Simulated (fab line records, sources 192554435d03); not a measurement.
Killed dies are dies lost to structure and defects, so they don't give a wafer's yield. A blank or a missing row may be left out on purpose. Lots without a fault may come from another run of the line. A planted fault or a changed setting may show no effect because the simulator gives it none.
A struck lot beside a sound one | flow n5_finfet | 16 steps out of a route of 1938
Sound: wafers L796.4, L796.5, L796.6. Struck: wafer L781.1. (L781.3, L781.4 of the same lot were not struck and are left out.) The cause comes at the end.
At each step with rows: each side's tool, then ch and its chambers, then its first start. Under that, the readings that differ: sound wafers | struck wafers | difference of the means | sigmas: that difference in standard deviations of wafers without a fault.
alike: readings whose means differ by less than 2 such deviations, and words and numbers that are the same on both sides. not compared: withheld readings, readings that some wafer has no value for, bounds like >300 that may hide the same value, and numbers for which the record gives no deviation and whose values overlap.
The two part at a step that has a row with sigmas, a row that says differs or no value, or rows on one side only. Numbers that don't overlap but have no deviation are shown without sigmas and don't part them. A reading that every wafer of one side lacks parts them only if that side has two wafers or more.

first, 9 steps without rows for these wafers: N5_FIN_CUT_PEB_06 (peb time 60 s); N5_FIN_CUT_DEVELOP_07 (develop time 30 s); N5_FIN_CUT_DESCUM_13 (chemistry O2, time 7 s); N5_FIN_CUT_ETCH_30 (etches underlayer in N2/H2, target depth 13 nm, time 10.4 s); N5_FIN_CUT_ETCH_20 (etches SiARC in CF4, target depth 26 nm, time 43.3 s); N5_FIN_CUT_ETCH_21 (etches SOC in N2/H2, target depth 219 nm, overetch 43.8 nm, time 523.5 s); N5_FIN_CUT_STRIP_23 (strips in N2/H2); N5_FIN_CUT_STRIP_31 (strips in N2/H2); N5_FIN_CUT_STRIP_24 (strips in CF4).
N5_FIN_CUT_CUT_ETCH_26: etches SiNx in CH3F/O2, target depth 39 nm, time 55.7 s.
  sound on rie_diel-06 ch 0,2,3, day 7 03:55; struck on rie_diel-05 ch 1, day 3 09:43
  reading                                  | sound             | struck | difference                   | sigmas
  oes_product_au (a.u.)                    | 0.79 0.73 0.70    | 0.91   | +0.17                        | +2
  rf_hours_counter_h (h)                   | - - -             | 24     | no value on the sound wafers |
  run_length_s (s)                         | 78.91 79.24 78.76 | 58.27  | -20.70                       | -71
  throttle_valve_pct (%)                   | 16.41 16.59 16.69 | 16.04  | -0.52                        | -2
  model.etch.depth_nm (nm)                 | 38.91 38.02 38.31 | 24.07  | -14.34                       |
  model.SOC_of_FIN_CUT_COAT_18.thk_nm (nm) | 211.6 211.6 212   | 219.6  | +7.9                         |
  alike: O2_flow_sccm, drypump_motor_current_A, rf_vpp_V, showerhead_plenum_p_Torr
then, 3 steps without rows for these wafers: N5_FIN_CUT_CUT_ETCH_27 (etches SiO2 in CHF3/O2, target depth 4 nm, overetch 2 nm, time 4.9 s); N5_FIN_CUT_PRECLEAN_35 (cleans in vHF, time 13.3 s); N5_FIN_CUT_CUT_ETCH_15 (etches Si in HBr/Cl2/O2, target depth 100 nm, bt time 10 s, time 42.4 s).
N5_FIN_CUT_CUT_ETCH_28: etches Si in HBr/Cl2/O2, target depth 6 nm, time 2.4 s.
  sound on rie_si-05 ch 1,2, day 7 05:41; struck on rie_si-04 ch 1, day 3 09:58
  reading                                  | sound           | struck | difference | sigmas
  drypump_motor_current_A (A)              | 5.68 5.67 5.67  | 6.53   | +0.86      | +3
  model.SOC_of_FIN_CUT_COAT_18.thk_nm (nm) | 168.4 168.4 169 | 176.4  | +7.8       |
  alike: HBr_flow_sccm, O2_flow_sccm, oes_product_au, throttle_valve_pct
  not compared: rf_hours_counter_h
then, 1 step without rows for these wafers: N5_FIN_CUT_STRIP_22 (strips in N2/H2).
-- the record jumps here: 6 days lie between the struck wafers' starts before and after (it left off in module FIN_CUT and takes up again in module BEOL_M4, whose first step shown is number 1111 of the route) --
N5_BEOL_M4_RC_MEAS_101:
  sound on prober-02 ch 0, day 13 16:12; struck on prober-02 ch 0, day 9 14:12
  alike: DIBL_N, DIBL_P, IOFF_N, IOFF_P, ION_N, ION_P, SS_N, SS_P, VT_N, VT_P

WHERE THEY PART
First at N5_FIN_CUT_CUT_ETCH_26; last, within this record, at N5_FIN_CUT_CUT_ETCH_28. Later steps at which nothing parts them and some readings are alike: N5_BEOL_M4_RC_MEAS_101.

WHY: what the simulator had put in
Process parameter drift: rie_diel-05, from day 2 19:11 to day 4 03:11, at N5_FIN_CUT_CUT_ETCH_26. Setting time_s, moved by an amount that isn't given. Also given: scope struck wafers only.
